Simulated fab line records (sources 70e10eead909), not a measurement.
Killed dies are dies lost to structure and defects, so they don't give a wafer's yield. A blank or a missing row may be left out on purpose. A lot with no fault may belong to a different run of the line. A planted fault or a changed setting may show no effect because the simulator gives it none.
What tool caused it?	flow nandHarc	13 lots with 39 wafers sampled at 6 steps, on a route of 1302 steps

WHAT THE GAUGES READ, wafer by wafer
NHARC_A_ONON_D2_THK_MEAS_11: measures by ellipsometry. Usual: thkNm reads 1001 nm (standard deviation 10).
lot	measured	on	thkNm (nm)	flag
L761	day 12 18:08	filmMetro-01	1003 1003 1003	
L762	day 13 21:38	filmMetro-01	1003 1005 1003	
L763	day 13 16:39	filmMetro-01	1002 1004 1005	
L766	day 14 18:54	filmMetro-01	1011 1012 1013	
L765	day 14 18:54	filmMetro-02	997 999 998	
L773	day 18 01:53	filmMetro-02	1001 1001 1000	
L774	day 18 23:47	filmMetro-02	994 993 994	
L776	day 19 18:08	filmMetro-02	1001 1001 1002	
L781	day 20 23:47	filmMetro-01	997 996 997	
L780	day 21 04:25	filmMetro-01	998 998 1000	
L782	day 21 12:44	filmMetro-01	998 997 997	
L779	day 21 12:44	filmMetro-02	1005 1005 1003	
L783	day 21 22:19	filmMetro-01	992 994 993	

NHARC_A_ONON_D2_THK_MEAS_30: measures by ellipsometry. Usual: thkNm reads 1000 nm (standard deviation 10).
lot	measured	on	thkNm (nm)	flag
L761	day 13 05:02	filmMetro-01	993 992 991	
L762	day 14 08:08	filmMetro-01	1003 1004 1004	
L763	day 14 02:50	filmMetro-01	1000 1002 1000	
L766	day 15 05:10	filmMetro-01	993 992 994	
L765	day 15 05:10	filmMetro-02	1004 1004 1006	
L773	day 18 15:18	filmMetro-01	1493 1492 1495	OFF
L774	day 19 11:53	filmMetro-02	1510 1510 1509	OFF
L776	day 20 04:39	filmMetro-02	1018 1018 1019	
L781	day 21 10:23	filmMetro-02	1009 1009 1007	
L780	day 21 17:17	filmMetro-02	1015 1016 1016	
L782	day 21 23:18	filmMetro-02	1012 1011 1013	
L779	day 21 23:05	filmMetro-02	993 995 995	
L783	day 22 12:59	filmMetro-01	1001 1001 1000	

NHARC_A_CHANNEL_HOLE_D2_OVL_MEAS_11. Usual: overlayXNm -0.1 nm, standard deviation 0.82; overlayYNm 0.1 nm, standard deviation 0.97.
lot	measured	on	overlayXNm (nm)	overlayYNm (nm)	flag
L761	day 13 09:03	overlay-02	0.1 -0.5 -0.3	-0.2 0.1 0.0	
L762	day 14 14:44	overlay-01	0.9 0.2 1.1	0.0 -0.6 -0.4	
L763	day 14 06:01	overlay-02	-1.4 -1.4 -1.4	0.1 -0.2 0.3	
L766	day 15 08:39	overlay-02	-0.2 0.1 0.0	0.8 0.8 0.9	
L765	day 15 08:30	overlay-01	0.0 0.3 0.1	-1.7 -1.8 -2.2	
L776	day 20 12:12	overlay-02	-1.3 -1.4 -1.6	1.2 0.3 0.3	
L781	day 21 16:53	overlay-02	0.5 -0.4 -0.2	-0.3 -0.2 -0.3	
L780	day 21 20:45	overlay-01	-1.5 -1.1 -0.4	-0.8 -1.3 -0.9	
L782	day 22 04:29	overlay-01	0.4 0.1 0.5	1.2 1.3 0.9	
L779	day 22 02:46	overlay-01	0.4 0.6 -0.2	-0.2 -0.2 -0.4	
L783	day 22 16:18	overlay-01	-0.4 -0.5 -1.0	0.8 0.3 0.7	

NHARC_END_SORT_01. Usual: killedAtArray 52, standard deviation 16; killedAtOther 0.8, standard deviation 1.1; killedAtPeriphery 4.2, standard deviation 2.5; killedDies 57, standard deviation 16; killedOpen 3.4, standard deviation 2; killedShort 2.6, standard deviation 1.6.
lot	measured	on	killedAtArray	killedAtOther	killedAtPeriphery	killedDies	killedOpen	killedShort	flag
L773	day 29 19:32	prober-01	673 671 674	1 0 0	3 6 3	677 677 677	5 3 1	5 1 1	OFF
L774	day 30 13:50	prober-01	673 675 675	2 0 0	2 2 2	677 677 677	1 1 4	3 5 0	OFF

TOOL THAT RAN EACH LOT (tool first, then ch and the chambers of the sampled wafers, then the start)
lot	NHARC_A_DECK1_JOINT_ETCHBACK_00	NHARC_A_ONON_D2_DEP_28
L761	rieSi-03 ch 1,2,3, day 11 12:17	pecvdOnon-04 ch 0, day 13 04:35
L762	rieSi-02 ch 0,1,3, day 12 12:33	pecvdOnon-03 ch 0, day 14 07:38
L763	rieSi-03 ch 0,1, day 12 16:14	pecvdOnon-03 ch 0, day 14 02:20
L766	rieSi-05 ch 0,3, day 13 15:02	pecvdOnon-02 ch 0, day 15 04:39
L765	rieSi-03 ch 2,3, day 13 15:02	pecvdOnon-03 ch 0, day 15 04:43
L773	rieSi-05 ch 0,1,2, day 16 20:49	pecvdOnon-03 ch 0, day 18 14:52
L774	rieSi-02 ch 1,2, day 17 22:31	pecvdOnon-03 ch 0, day 19 11:29
L776	rieSi-03 ch 0,3, day 18 14:46	pecvdOnon-04 ch 0, day 20 04:19
L781	rieSi-05 ch 0,1,2, day 19 22:52	pecvdOnon-02 ch 0, day 21 09:53
L780	rieSi-05 ch 2,3, day 20 02:12	pecvdOnon-02 ch 0, day 21 16:50
L782	rieSi-03 ch 0,2,3, day 20 06:05	pecvdOnon-02 ch 0, day 21 22:47
L779	rieSi-05 ch 0,2,3, day 20 09:59	pecvdOnon-03 ch 0, day 21 22:35
L783	rieSi-05 ch 0,3, day 20 19:54	pecvdOnon-03 ch 0, day 22 12:29
- NHARC_A_DECK1_JOINT_ETCHBACK_00: etches the open film in HBr, target depth 30 nm, time 17.4 s.
- NHARC_A_ONON_D2_DEP_28: target thk 1000 nm.

AS READ BY THE TOOLS THEMSELVES (means over the sampled wafers that have a number; for cases with no such wafer, the mark the record gives instead)
NHARC_A_DECK1_JOINT_ETCHBACK_00. Usual: drypumpMotorCurrentA 5.6 A, standard deviation 0.41; oesProductAu 0.998 a.u., standard deviation 0.0073; throttleValvePct 23.267 %, standard deviation 0.01.
lot	tool	drypumpMotorCurrentA (A)	oesProductAu (a.u.)	throttleValvePct (%)	flag
L761	rieSi-03	5.7	0.998	23.266	
L762	rieSi-02	5.6	0.995	23.260	
L763	rieSi-03	6.5	0.997	23.255	
L766	rieSi-05	5.6	1.012	23.273	
L765	rieSi-03	5.4	0.996	23.271	
L773	rieSi-05	5.4	1.000	23.261	
L774	rieSi-02	5.6	0.999	23.268	
L776	rieSi-03	5.7	0.989	23.262	
L781	rieSi-05	5.4	0.998	23.267	
L780	rieSi-05	5.5	1.001	23.262	
L782	rieSi-03	5.9	0.994	23.274	
L779	rieSi-05	5.5	1.002	23.262	
L783	rieSi-05	5.6	0.996	23.272	

THE ANSWER, worked out from the rows above alone
Rule: lot off if the mean of its wafers having a number is beyond 3 standard deviations from the usual mean. Also off: a lot with no number at a reading for which 4 or more lots have one. Any other lot the step has rows for is counted as sound. The gauges are gone through in route order, then the tools' own readings, and for those a lot's mean is taken as printed above. The first step at which some lot is off is used, and at that step the reading that is off furthest; a lot without a number counts as furthest.
Off: L773, L774, at NHARC_A_ONON_D2_THK_MEAS_30 (thkNm).
If a tool, at a process step before that reading, ran all the lots that are off and no sound lot after the first of them, it fits. The gauges at NHARC_A_ONON_D2_THK_MEAS_30 aren't tried: what is off there is off at NHARC_END_SORT_01 too, on other tools, and a gauge's error can't cause that. Of those tried, none fits.

WHAT THE SIMULATOR PUT IN
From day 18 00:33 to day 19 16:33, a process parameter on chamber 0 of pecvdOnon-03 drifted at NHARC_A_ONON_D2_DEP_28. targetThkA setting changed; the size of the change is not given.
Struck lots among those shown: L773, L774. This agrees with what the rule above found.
